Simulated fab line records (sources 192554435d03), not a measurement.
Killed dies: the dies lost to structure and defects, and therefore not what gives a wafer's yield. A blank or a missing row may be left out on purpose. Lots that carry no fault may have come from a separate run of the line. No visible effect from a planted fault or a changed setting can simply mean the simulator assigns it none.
fab line records | flow n5-finfet
record lots=9 wafers=25 last-day=18
route steps=1938 shown BEOL_M12@1635 BEOL_M13@1659 PASSIVATION@1936
lots that met no fault: from a run of the same line without faults
start-h: the number of hours between the record's first day and the start of the first shown wafer of the lot | wait-h: time in hours since the lot's previous step | " the same as in the row above | L1.1+2: several wafers, shown together as one row | - no value present, or no start provided | * or withheld: withheld | < > ~ a bound
route shown NAME@n: a module of which the file shows steps, and the number in the route of the first | usual: mean and standard deviation over wafers with no fault | same: alike in all rows | chamber/n: place in a boat | sites: the reading at each site | _std_site: standard deviation of those values | _edge_site: mean of outer sites minus mean of inner sites | radius-mm: for every site, how far away it sits from the centre of the wafer | mask NAME#n: copy n | behind: the tool/chamber that last shaped the wafer | hold: the reason the lot was held/the length of the hold in hours/how it ended | device: names the non-switching transistor (n, p or np) | end of line: the same wafers' tests at the end of the route | where a step has no rows: the recipe by itself | killed: the dies lost at the first sort to structure and to defects; this is not the yield of the wafer | map: the dies of a wafer, with x for killed, . for not killed, _ for no die there
set.NAME: the setting as run; set.NAME@STEP: as run at that earlier step | model.NAME: the simulator's own value behind a step, which no gauge read
a sample of lots followed through the steps of the route, with each step as a table and each wafer as a row
services: the hour from which a tool's chamber was out of use, counted from the record's first day as start-h (under 0 if before that day), plus the number of hours and why
## steps
# step N5_BEOL_M12_DESCUM_33
# recipe chemistry=O2 time-s=7.9 source-power-w=50 bias-power-w=20 pressure-mtorr=20 rf-frequency-hz=2.712e+07 temp-c=40 o2-flow-sccm=225
# usual drypump-motor-current-A=5.4/0.36 oes-product-au=0.76/0.085 rf-vpp-V=243.0/1.6 showerhead-plenum-p-Torr=2.08/0.085 throttle-valve-pct=20.37/0.15
# columns lot.wafer tool chamber start-h wait-h drypump-motor-current-A oes-product-au rf-hours-counter-h rf-vpp-V showerhead-plenum-p-Torr throttle-valve-pct
L328.3 rie-diel-02 0 249.73 0.4 5.7 0.69 227 242.1 1.98 20.46
L328.4 " 3 " " 5.3 0.87 63 244.5 2.11 20.29
L328.6 " 1 " " 5.0 0.82 - 244.4 2.14 20.29
L331.2 rie-diel-04 1 254.21 0.0 5.3 0.70 239 246.4 2.14 20.58
L331.4 " 0 " " 5.8 0.69 220 240.4 1.96 20.53
L331.5 " 1 " " 5.3 0.70 - 243.0 2.14 20.59
L334.1 rie-diel-02 3 267.09 0.8 5.4 0.85 69 244.0 2.11 20.31
L334.2 " 2 " " 5.9 0.69 232 245.7 2.14 20.49
L334.5 " 0 " " 5.7 0.68 - 241.0 1.97 20.46
L341.2 rie-diel-05 0 313.26 0.0 4.9 0.75 121 243.6 2.10 20.10
L341.5 " 1 " " 5.5 0.70 - 241.0 1.96 20.45
L341.6 " 2 " " 5.9 0.69 - 242.6 2.16 20.50
L337.1 rie-diel-02 2 317.17 0.0 5.9 0.67 248 244.0 2.13 20.53
L337.6 " 2 " " 5.9 0.68 - 244.5 2.13 20.52
L344.1 rie-diel-04 1 333.99 0.2 5.3 0.93 11 244.9 2.13 20.29
L344.4 " 0 " " 5.9 0.66 248 240.4 1.95 20.57
L346.1 rie-diel-04 2 357.12 0.2 4.8 0.80 104 242.4 2.03 20.47
L346.2 " 3 " " 5.6 0.65 256 241.2 1.95 20.39
L346.3 " 1 " " 5.3 0.92 19 244.2 2.13 20.32
L347.4 rie-diel-02 3 357.72 0.0 5.4 0.82 - 243.2 2.10 20.36
L347.5 " 0 " " 5.7 0.66 - 240.9 1.96 20.52
L347.6 " 1 " " 5.0 0.79 - 243.9 2.12 20.35
L350.4 rie-diel-04 0 383.51 0.1 5.9 0.95 13 243.5 2.21 20.07
L350.5 " 0 " " 5.9 0.94 - 245.1 2.21 20.04
L350.6 " 3 " " 5.6 1.00 - 245.5 2.21 20.07
# step N5_BEOL_M12_TRENCH_ETCH_34
# recipe chemistry=C4F8/O2/Ar target=SiOC target-depth-a=3189.5 mask-material=SOC pressure-mtorr=30 source-w=3000 bias-w=700 Ar_flow_sccm=400 C4F8_flow_sccm=15 O2_flow_sccm=8 he-inner-torr=15 he-outer-torr=30 time-s=125.5 ion-energy-ev=250
# usual O2_flow_sccm=7.997/0.022 drypump-motor-current-A=5.4/0.37 mfc-ar-sccm=400.0/1.2 oes-product-au=0.76/0.083 rf-vpp-V=665/3.7 showerhead-plenum-p-Torr=3.40/0.12 throttle-valve-pct=24.16/0.2
# columns lot.wafer tool chamber start-h wait-h O2_flow_sccm drypump-motor-current-A mfc-ar-sccm oes-product-au rf-hours-counter-h rf-vpp-V showerhead-plenum-p-Torr throttle-valve-pct
L328.3 rie-diel-02 0 250.10 0.0 7.985 5.7 399.9 0.69 227 661 3.26 24.28
L328.4 " 3 " " 8.026 5.4 400.0 0.85 63 666 3.45 24.08
L328.6 " 1 " " 8.002 5.0 400.3 0.82 - 669 3.47 23.99
L331.2 rie-diel-04 1 254.58 0.0 7.986 5.3 398.6 0.69 239 668 3.52 24.49
L331.4 " 0 " " 7.985 5.9 401.2 0.68 220 660 3.25 24.37
L331.5 " 1 " " 8.014 5.3 400.1 0.69 - 668 3.52 24.50
L334.1 rie-diel-02 3 267.46 0.0 7.993 5.4 398.6 0.85 70 666 3.45 24.13
L334.2 " 2 " " 8.001 5.9 401.5 0.69 232 667 3.51 24.34
L334.5 " 0 " " 8.022 5.7 400.8 0.69 - 660 3.26 24.30
L341.2 rie-diel-05 0 313.63 0.0 7.996 4.9 399.3 0.76 121 666 3.40 23.71
L341.5 " 1 " " 7.944 5.6 399.3 0.70 - 659 3.26 24.44
L341.6 " 2 " " 7.982 5.9 400.8 0.67 - 667 3.50 24.16
L337.1 rie-diel-02 2 317.54 0.0 8.046 5.9 399.4 0.69 249 668 3.50 24.40
L337.6 " 2 " " 8.008 5.9 399.8 0.68 - 669 3.50 24.38
L344.1 rie-diel-04 1 334.35 0.0 8.024 5.3 400.7 0.92 11 668 3.51 24.25
L344.4 " 0 " " 7.994 5.9 400.4 0.66 248 660 3.24 24.42
L346.1 rie-diel-04 2 357.48 0.0 8.022 4.8 398.7 0.80 104 662 3.31 24.18
L346.2 " 3 " " 7.980 5.7 401.8 0.66 256 659 3.22 24.16
L346.3 " 1 " " 7.963 5.3 401.2 0.90 19 667 3.50 24.26
L347.4 rie-diel-02 3 358.12 0.1 7.975 5.4 401.3 0.82 - 666 3.43 24.13
L347.5 " 0 " " 7.987 5.6 399.9 0.66 - 659 3.24 24.34
L347.6 " 1 " " 7.980 4.9 400.5 0.79 - 666 3.45 24.05
L350.4 rie-diel-04 0 383.87 0.0 8.022 5.9 400.4 0.94 13 673 3.63 24.00
L350.5 " 0 " " 7.990 5.9 398.2 0.93 - 671 3.62 24.00
L350.6 " 3 " " 7.977 5.6 400.6 1.01 - 670 3.62 23.91
# step N5_BEOL_M12_THK_MEAS_50
# recipe thk-meas-gauge=xrf reads=Cu_of_BEOL_M12_ECD_47
# usual M12_THK=313/5.1
# columns lot.wafer tool chamber start-h wait-h M12_THK[nm]
L328.3 film-metro-02 - 254.38 - 306
L328.4 " - " " 311
L328.6 " - " " 316
L331.2 film-metro-01 - 257.76 - 314
L331.4 " - " " 309
L331.5 " - " " 311
L334.1 film-metro-02 - 272.89 0.1 320
L334.2 " - " " 309
L334.5 " - " " 314
L341.2 film-metro-01 - 316.27 - 315
L341.5 " - " " 312
L341.6 " - " " 314
L337.1 film-metro-01 - 323.92 - 309
L337.6 " - " " 308
L344.1 film-metro-02 - 339.38 - 319
L344.4 " - " " 304
L346.1 film-metro-01 - 359.59 - 311
L346.2 " - " " 307
L346.3 " - " " 318
L347.4 film-metro-01 - 360.15 - 311
L347.5 " - " " 306
L347.6 " - " " 312
L350.4 film-metro-01 - 386.62 - 322
L350.5 " - " " 321
L350.6 " - " " 324
# step N5_BEOL_M13_ILD_DEP_00
# recipe material=SiOC target-thk-a=8379.2 temp-c=350 precursor=DEMS/O2 pressure-torr=5 rf-w=500 time-s=166.4
# usual heater-power-outer-w=246/47 heater-power-w=461/70 showerhead-plenum-p-Torr=5.697/0.016 throttle-valve-pct=12.0/0.53
# columns lot.wafer tool chamber start-h wait-h heater-power-outer-w heater-power-w showerhead-plenum-p-Torr throttle-valve-pct
L328.3 pecvd-03 1 254.58 0.0 218 392 5.679 12.7
L328.4 " 1 " " 236 414 5.668 12.5
L328.6 " 2 " " 226 413 5.689 11.6
L331.2 pecvd-01 1 257.95 0.0 200 435 5.712 12.8
L331.4 " 0 " " 291 502 5.691 12.1
L331.5 " 1 " " 163 389 5.718 12.9
L334.1 pecvd-01 2 273.07 0.0 293 530 5.693 11.0
L334.2 " 0 " " 298 510 5.688 12.3
L334.5 " 0 " " 319 530 5.681 12.0
L341.2 pecvd-01 2 316.46 0.0 305 554 5.700 11.1
L341.5 " 0 " " 303 535 5.676 11.9
L341.6 " 2 " " 338 602 5.704 11.5
L337.1 pecvd-01 2 324.11 0.0 319 570 5.696 11.0
L337.6 " 1 " " 186 418 5.717 12.8
L344.1 pecvd-01 0 339.57 0.0 246 438 5.672 11.9
L344.4 " 1 " " 205 444 5.727 12.8
L346.1 pecvd-03 1 359.88 0.0 235 418 5.697 12.6
L346.2 " 2 " " 227 399 5.679 11.6
L346.3 " 0 " " 252 517 5.714 12.0
L347.4 pecvd-03 1 360.39 0.1 260 457 5.679 12.6
L347.5 " 2 " " 197 381 5.705 11.9
L347.6 " 0 " " 179 401 5.700 12.0
L350.4 pecvd-03 0 386.86 0.1 226 472 5.700 11.7
L350.5 " 2 " " 228 412 5.689 12.0
L350.6 " 1 " " 245 423 5.660 12.4
# step N5_BEOL_M13_THK_MEAS_01
# recipe reads=SiOC_of_BEOL_M13_ILD_DEP_00
# usual M13_ILD_THK=841/11
# columns lot.wafer tool chamber start-h wait-h M13_ILD_THK[nm]
L328.3 film-metro-02 - 254.73 0.1 816
L328.4 " - " " 828
L328.6 " - " " 843
L331.2 film-metro-01 - 258.16 0.2 836
L331.4 " - " " 846
L331.5 " - " " 840
L334.1 film-metro-02 - 273.22 0.1 840
L334.2 " - " " 833
L334.5 " - " " 845
L341.2 film-metro-02 - 316.67 0.2 846
L341.5 " - " " 846
L341.6 " - " " 766
L337.1 film-metro-01 - 324.26 0.1 840
L337.6 " - " " 772
L344.1 film-metro-02 - 339.72 0.1 838
L344.4 " - " " 779
L346.1 film-metro-02 - 360.03 0.1 836
L346.2 " - " " 841
L346.3 " - " " 831
L347.4 film-metro-01 - 360.49 0.0 858
L347.5 " - " " 867
L347.6 " - " " 849
L350.4 film-metro-02 - 386.96 0.0 837
L350.5 " - " " 851
L350.6 " - " " 834
# step N5_BEOL_M13_STRIP_63
# recipe chemistry=N2/H2 power-w=1000 temp-c=250 h2-frac=0.65 overash-fraction=0.3 pressure-mtorr=1000 n2-flow-sccm=1750 h2-flow-sccm=3250
# usual drypump-motor-current-A=5.71/0.28 heater-power-w=349/30 oes-product-au=0.674/0.0053 strip-time-to-endpoint-s=27.7/1.1
# columns lot.wafer tool chamber start-h wait-h drypump-motor-current-A heater-power-w oes-product-au rf-hours-counter-h strip-time-to-endpoint-s
L328.3 plasma-asher-02 0 255.59 - 5.78 326 0.684 - 29.4
L328.4 " 1 " " 5.96 311 0.677 - 29.1
L328.6 " 0 " " 5.80 329 0.675 - 27.0
L331.2 plasma-asher-01 0 259.00 - 5.92 361 0.665 123 28.6
L331.4 " 0 " " 5.90 376 0.677 - 27.6
L331.5 " 1 " " 5.28 382 0.685 - 28.1
L334.1 plasma-asher-02 0 274.06 - 5.83 329 0.669 77 27.4
L334.2 " 1 " " 5.90 322 0.671 77 28.5
L334.5 " 1 " " 5.93 313 0.674 - 27.0
L341.2 plasma-asher-01 0 317.51 - 5.91 362 0.675 135 26.6
L341.5 " 1 " " 5.26 379 0.669 - 26.5
L341.6 " 0 " " 5.90 376 0.684 - 32.9
L337.1 plasma-asher-01 1 325.10 - 5.28 393 0.670 137 28.0
L337.6 " 1 " " 5.30 395 0.680 - 33.3
L344.1 plasma-asher-02 1 340.56 - 5.93 311 0.686 89 27.9
L344.4 " 0 " " 5.81 329 0.677 - 32.7
L346.1 plasma-asher-01 1 360.87 - 5.26 385 0.677 145 28.3
L346.2 " 0 " " 5.91 355 0.669 145 27.4
L346.3 " 1 " " 5.26 379 0.677 - 28.4
L347.4 plasma-asher-02 0 361.23 - 5.81 321 0.675 - 27.3
L347.5 " 0 " " 5.79 326 0.665 - 25.3
L347.6 " 1 " " 5.91 310 0.671 - 26.6
L350.4 plasma-asher-01 0 388.02 - 5.93 358 0.678 - 27.4
L350.5 " 0 " " 5.90 352 0.674 - 27.1
L350.6 " 1 " " 5.26 387 0.670 - 27.5
# step N5_PASSIVATION_PROBE_49
# usual defect-limited-yield=91.7/1.5 killed_at_M0_to_M3=32/9.6 killed_at_M4_up=13/5.3 killed-at-contacts=12/6.8 killed-at-front-end=36/9.8 killed-at-other=4/3.1 killed-dies=98/17 killed-open=65/13 killed-short=32/8.5 sort_bin_5_function=4.9/0.93 sort_bin_6_memory=3.2/0.67 sort_bin_8_speed=0.00/0.02 sort-n-pass=1082/17
# same gross-dies=1180 killed-at-back-side=0 sort_bin_4_leakage[%]=0
# columns lot.wafer tool chamber start-h wait-h defect-limited-yield[%] killed_at_M0_to_M3 killed_at_M4_up killed-at-contacts killed-at-front-end killed-at-other killed-dies killed-open killed-short sort_bin_5_function[%] sort_bin_6_memory[%] sort_bin_8_speed[%] sort-n-pass
L328.3 prober-02 - 288.37 0.1 92.3 50 7 9 21 4 91 54 36 4.4 3.1 0 1089
L328.4 prober-02 - 288.42 0.2 91.9 39 8 10 35 4 96 64 32 4.6 3.2 0 1084
L328.6 prober-02 - 288.52 0.3 92.7 37 12 4 27 6 86 50 35 3.8 3.2 0 1094
L331.2 prober-01 - 293.20 0.1 89.7 46 16 14 41 4 121 82 38 5.3 4.6 0 1059
L331.4 prober-01 - 293.30 0.2 90.5 31 14 7 54 6 112 80 31 5.3 3.9 0 1068
L331.5 prober-01 - 293.35 0.2 91.7 36 13 16 31 2 98 65 31 5.1 3.0 0 1082
L334.1 prober-02 - 306.07 0.0 90.9 33 16 8 48 2 107 73 32 5.2 3.5 0 1073
L334.2 prober-02 - 306.12 0.1 91.5 28 15 14 43 0 100 69 28 4.7 3.6 0 1080
L334.5 prober-02 - 306.27 0.2 93.3 20 11 8 36 4 79 57 20 3.6 3.0 0 1101
L341.2 prober-01 - 346.18 0.1 91.6 30 18 8 37 6 99 63 33 5.3 2.8 0 1081
L341.5 prober-01 - 346.33 0.2 93.0 22 19 5 34 3 83 53 30 3.6 2.9 0 1097
L341.6 prober-01 - 346.38 0.3 92.5 25 10 11 34 8 88 52 35 4.3 2.9 0 1092
L337.1 prober-02 - 359.15 0.0 92.2 36 6 6 38 6 92 52 38 3.7 3.6 0 1088
L337.6 prober-02 - 359.40 0.3 90.7 31 17 15 40 7 110 68 36 5.3 3.3 0 1070
L344.1 prober-01 - 374.44 0.0 93.9 22 9 3 34 4 72 49 20 3.8 2.2 0 1108
L344.4 prober-01 - 374.59 0.2 93.4 18 10 15 33 2 78 49 26 3.7 2.6 0 1102
L346.1 prober-02 - 388.96 0.0 90.3 39 8 14 45 9 115 74 41 6.4 3.1 0 1065
L346.2 prober-02 - 389.01 0.1 90.0 49 14 19 35 1 118 76 42 6.3 3.3 0 1062
L346.3 prober-02 - 389.06 0.1 89.3 64 15 11 31 5 126 83 43 6.0 4.4 0 1054
L347.4 prober-02 - 392.10 0.2 90.3 37 20 13 39 6 115 82 31 5.8 3.9 0 1065
L347.5 prober-02 - 392.15 0.2 93.2 30 8 16 25 1 80 60 20 4.2 2.5 0 1100
L347.6 prober-02 - 392.20 0.3 87.9 51 19 25 40 8 143 97 41 6.7 4.8 0.17 1037
L350.4 prober-02 - 422.61 0.2 92.2 28 8 17 39 0 92 63 23 4.6 2.7 0 1088
L350.5 prober-02 - 422.66 0.2 92.5 29 6 12 41 0 88 57 27 3.9 3.1 0 1092
L350.6 prober-02 - 422.71 0.3 90.1 20 18 10 65 4 117 82 35 5.1 4.4 0 1063
# killed by level:class
L328.3 BEOL_M0_SAQP:geometric-particle:open=12 BEOL_M0_SAQP:geometric-particle:short=10 BEOL_M2:geometric-particle:open=9 MOL_CONTACT_COAG:geometric-particle:open=6 BEOL_M3:geometric-particle:open=6 BEOL_M0:geometric-particle:short=5 FIN_SAQP:geometric-particle:short=4 DUMMY_GATE:geometric-particle:open=3
L328.4 DUMMY_GATE:geometric-particle:open=13 MOL_CONTACT_COAG:geometric-particle:open=8 FIN_SAQP:geometric-particle:short=7 BEOL_M2:geometric-particle:open=7 BEOL_M3:geometric-particle:open=7 BEOL_M1:geometric-particle:short=6 BEOL_M1:geometric-particle:open=6 BEOL_M0_SAQP:geometric-particle:open=5
L328.6 BEOL_M0_SAQP:geometric-particle:short=14 BEOL_M0_SAQP:geometric-particle:open=11 FIN_SAQP:geometric-particle:short=4 BEOL_M2:geometric-particle:open=4 BEOL_M4:geometric-particle:open=4 FIN_SAQP:geometric-particle:open=3 STI_FIN_REVEAL:geometric-particle:open=3 DUMMY_GATE:geometric-particle:open=3
L331.2 BEOL_M2:geometric-particle:open=15 GATE_CUT:geometric-particle:short=11 MOL_CONTACT_COAG:geometric-particle:open=11 BEOL_M3:geometric-particle:open=9 BEOL_M1:geometric-particle:open=8 FIN_SAQP:geometric-particle:open=4 FIN_CUT:geometric-particle:short=4 GATE_CUT:geometric-particle:open=4
L331.4 FIN_SAQP:geometric-particle:open=15 BEOL_M3:geometric-particle:open=10 GATE_CUT:geometric-particle:short=9 BEOL_M2:geometric-particle:open=9 FIN_SAQP:geometric-particle:short=8 BEOL_M4:geometric-particle:open=6 BEOL_M5:geometric-particle:open=5 STI_FIN_REVEAL:geometric-particle:open=5
L331.5 MOL_CONTACT_COAG:geometric-particle:open=13 BEOL_M2:geometric-particle:open=9 FIN_SAQP:geometric-particle:open=8 BEOL_M4:geometric-particle:open=8 FIN_SAQP:geometric-particle:short=6 BEOL_M3:geometric-particle:short=5 BEOL_M3:geometric-particle:open=5 STARTING-WAFER:geometric-particle:open=5
L334.1 STI_FIN_REVEAL:geometric-particle:open=13 BEOL_M0_SAQP:geometric-particle:open=13 FIN_SAQP:geometric-particle:open=12 MOL_CONTACT_COAG:geometric-particle:open=8 BEOL_M0_SAQP:geometric-particle:short=7 BEOL_M1:geometric-particle:open=5 FIN_SAQP:geometric-particle:short=4 GATE_CUT:geometric-particle:short=4
L334.2 STI_FIN_REVEAL:geometric-particle:open=13 MOL_CONTACT_COAG:geometric-particle:open=12 FIN_SAQP:geometric-particle:short=8 BEOL_M1:geometric-particle:open=8 BEOL_M0_SAQP:geometric-particle:open=6 FIN_SAQP:geometric-particle:open=5 BEOL_M0_SAQP:geometric-particle:short=5 BEOL_M2:geometric-particle:open=5
L334.5 STI_FIN_REVEAL:geometric-particle:open=15 GATE_CUT:geometric-particle:short=7 MOL_CONTACT_COAG:geometric-particle:open=7 BEOL_M2:geometric-particle:open=6 DUMMY_GATE:geometric-particle:open=4 BEOL_M0_SAQP:geometric-particle:open=4 BEOL_M3:geometric-particle:open=4 FIN_SAQP:geometric-particle:open=3
L341.2 STI_FIN_REVEAL:geometric-particle:open=18 BEOL_M0_SAQP:geometric-particle:short=12 FIN_SAQP:geometric-particle:short=8 MOL_CONTACT_COAG:geometric-particle:open=6 BEOL_M0_SAQP:geometric-particle:open=5 BEOL_M2:geometric-particle:open=5 FIN_SAQP:geometric-particle:open=4 BEOL_M3:geometric-particle:open=4
L341.5 STI_FIN_REVEAL:geometric-particle:open=10 BEOL_M4:geometric-particle:open=8 FIN_SAQP:geometric-particle:short=6 BEOL_M1:geometric-particle:open=6 BEOL_M2:geometric-particle:open=6 MOL_CONTACT_COAG:geometric-particle:open=5 FIN_SAQP:geometric-particle:open=4 BEOL_M0_SAQP:geometric-particle:short=4
L341.6 MOL_CONTACT_COAG:geometric-particle:open=8 FIN_SAQP:geometric-particle:open=7 BEOL_M0_SAQP:geometric-particle:open=7 BEOL_M1:geometric-particle:short=6 FIN_SAQP:geometric-particle:short=5 STI_FIN_REVEAL:geometric-particle:open=5 BEOL_M0_SAQP:geometric-particle:short=5 STARTING-WAFER:geometric-particle:open=4
L337.1 BEOL_M0_SAQP:geometric-particle:open=13 FIN_SAQP:geometric-particle:short=9 BEOL_M0_SAQP:geometric-particle:short=9 FIN_SAQP:geometric-particle:open=7 STI_FIN_REVEAL:geometric-particle:open=7 GATE_CUT:geometric-particle:short=7 MOL_CONTACT_COAG:geometric-particle:open=6 BEOL_M0:geometric-particle:open=4
L337.6 MOL_CONTACT_COAG:geometric-particle:open=13 BEOL_M2:geometric-particle:open=10 BEOL_M4:geometric-particle:open=10 GATE_CUT:geometric-particle:short=8 GATE_CUT:geometric-particle:open=7 HKMG_FIN:area-etch=6 BEOL_M0:geometric-particle:open=5 BEOL_M0_SAQP:geometric-particle:short=4
L344.1 FIN_SAQP:geometric-particle:open=6 BEOL_M3:geometric-particle:open=6 STI_FIN_REVEAL:geometric-particle:open=6 GATE_CUT:geometric-particle:short=5 BEOL_M1:geometric-particle:open=5 BEOL_M4:geometric-particle:open=5 BEOL_M3:geometric-particle:short=4 STARTING-WAFER:geometric-particle:open=4
L344.4 FIN_SAQP:geometric-particle:short=11 MOL_CONTACT_COAG:geometric-particle:open=11 STI_FIN_REVEAL:geometric-particle:open=7 BEOL_M1:geometric-particle:open=7 ILD0:geometric-particle:open=4 MOL_CONTACT_COAG:geometric-particle:short=4 BEOL_M0_SAQP:geometric-particle:short=3 BEOL_M3:geometric-particle:open=3
L346.1 FIN_SAQP:geometric-particle:open=14 FIN_SAQP:geometric-particle:short=12 MOL_CONTACT_COAG:geometric-particle:open=11 BEOL_M0_SAQP:geometric-particle:short=11 BEOL_M0:geometric-particle:open=7 BEOL_M1:geometric-particle:open=6 BEOL_M2:geometric-particle:open=6 DUMMY_GATE:geometric-particle:open=5
L346.2 MOL_CONTACT_COAG:geometric-particle:open=17 BEOL_M0_SAQP:geometric-particle:short=15 BEOL_M1:geometric-particle:open=12 BEOL_M0_SAQP:geometric-particle:open=9 BEOL_M4:geometric-particle:open=8 FIN_SAQP:geometric-particle:open=6 BEOL_M2:geometric-particle:open=5 STARTING-WAFER:geometric-particle:open=5
L346.3 BEOL_M0_SAQP:geometric-particle:open=25 BEOL_M0_SAQP:geometric-particle:short=20 FIN_SAQP:geometric-particle:open=13 FIN_SAQP:geometric-particle:short=9 BEOL_M2:geometric-particle:open=9 MOL_CONTACT_COAG:geometric-particle:open=6 MOL_CONTACT_COAG:geometric-particle:short=5 BEOL_M0:geometric-particle:open=4
L347.4 STI_FIN_REVEAL:geometric-particle:open=15 BEOL_M4:geometric-particle:open=11 BEOL_M2:geometric-particle:open=11 MOL_CONTACT_COAG:geometric-particle:open=10 BEOL_M0_SAQP:geometric-particle:open=9 FIN_SAQP:geometric-particle:open=7 BEOL_M0_SAQP:geometric-particle:short=6 FIN_SAQP:geometric-particle:short=5
L347.5 MOL_CONTACT_COAG:geometric-particle:open=13 STI_FIN_REVEAL:geometric-particle:open=11 BEOL_M3:geometric-particle:open=11 FIN_SAQP:geometric-particle:open=5 BEOL_M2:geometric-particle:open=5 MOL_CONTACT_COAG:geometric-particle:short=3 BEOL_M0:geometric-particle:open=3 BEOL_M2:geometric-particle:short=3
L347.6 MOL_CONTACT_COAG:geometric-particle:open=22 STI_FIN_REVEAL:geometric-particle:open=10 BEOL_M3:geometric-particle:open=10 FIN_SAQP:geometric-particle:short=8 BEOL_M1:geometric-particle:open=8 BEOL_M2:geometric-particle:open=8 BEOL_M4:geometric-particle:open=8 BEOL_M2:geometric-particle:short=7
L350.4 MOL_CONTACT_COAG:geometric-particle:open=15 FIN_SAQP:geometric-particle:open=11 BEOL_M1:geometric-particle:open=8 BEOL_M2:geometric-particle:open=8 FIN_SAQP:geometric-particle:short=6 GATE_CUT:geometric-particle:short=5 GATE_CUT:geometric-particle:open=4 BEOL_M0:geometric-particle:open=4
L350.5 MOL_CONTACT_COAG:geometric-particle:open=12 FIN_SAQP:geometric-particle:short=9 BEOL_M2:geometric-particle:open=7 DUMMY_GATE:geometric-particle:open=6 BEOL_M0_SAQP:geometric-particle:open=5 FIN_SAQP:geometric-particle:open=4 STI_FIN_REVEAL:geometric-particle:open=4 BEOL_M0_SAQP:geometric-particle:short=4
L350.6 STI_FIN_REVEAL:geometric-particle:open=12 FIN_SAQP:geometric-particle:open=8 FIN_SAQP:geometric-particle:short=8 MOL_CONTACT_COAG:geometric-particle:open=8 GATE_CUT:geometric-particle:short=7 BEOL_M2:geometric-particle:open=7 BEOL_M4:geometric-particle:open=7 ILD0:geometric-particle:open=6
## services
# columns tool chamber start-h hours kind
rie-diel-05 - 227.23 15.6 pm
pecvd-01 - 229.78 28.1 pm
rie-diel-05 1 253.43 2.5 repair
pecvd-01 0 265.44 4.3 repair
rie-diel-02 - 273.16 0.6 repair
plasma-asher-02 - 277.54 2.4 repair
rie-diel-05 - 278.82 0.5 repair
rie-diel-05 2 282.21 3.3 repair
rie-diel-04 1 289.29 - clean
rie-diel-04 1 289.29 - consumable-replace:focus-ring
rie-diel-04 1 289.29 17.8 scheduled-down
rie-diel-04 1 289.29 17.8 vent-cycle
rie-diel-02 3 310.74 16.3 repair
rie-diel-02 2 327.39 - clean
rie-diel-02 2 327.39 - consumable-replace:focus-ring
rie-diel-02 2 327.39 35.9 scheduled-down
rie-diel-02 2 327.39 35.9 vent-cycle
rie-diel-04 0 330.12 3.0 repair
rie-diel-05 2 333.81 16.7 repair
rie-diel-04 0 341.05 - clean
rie-diel-04 0 341.05 - consumable-replace:focus-ring
rie-diel-04 3 346.95 4.0 repair
rie-diel-05 - 364.22 2.8 pm
plasma-asher-02 - 364.51 28.0 repair
## key
first-sign step=N5_BEOL_M13_THK_MEAS_01 reading=M13_ILD_THK direction=down sigmas=6.3 usual=841 struck=773
effect step=N5_BEOL_M13_STRIP_63 reading=strip-time-to-endpoint-s direction=up sigmas=4.7 usual=* struck=*
met-at N5_BEOL_M13_ILD_DEP_00
struck-lots L337,L341,L344
struck-wafers L337.6,L341.6,L344.4
not-acting-at N5_BEOL_M12_DESCUM_33,N5_BEOL_M12_TRENCH_ETCH_34,N5_BEOL_M12_THK_MEAS_50
onset-between 273.07 316.46
fault kind=process-parameter-drift tool=pecvd-01 chamber=- onset-h=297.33 steps=N5_BEOL_M13_ILD_DEP_00 channel=target-thk-a offset=* shape=step end-h=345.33 scope=struck-wafers-only acts-in=* stated=*
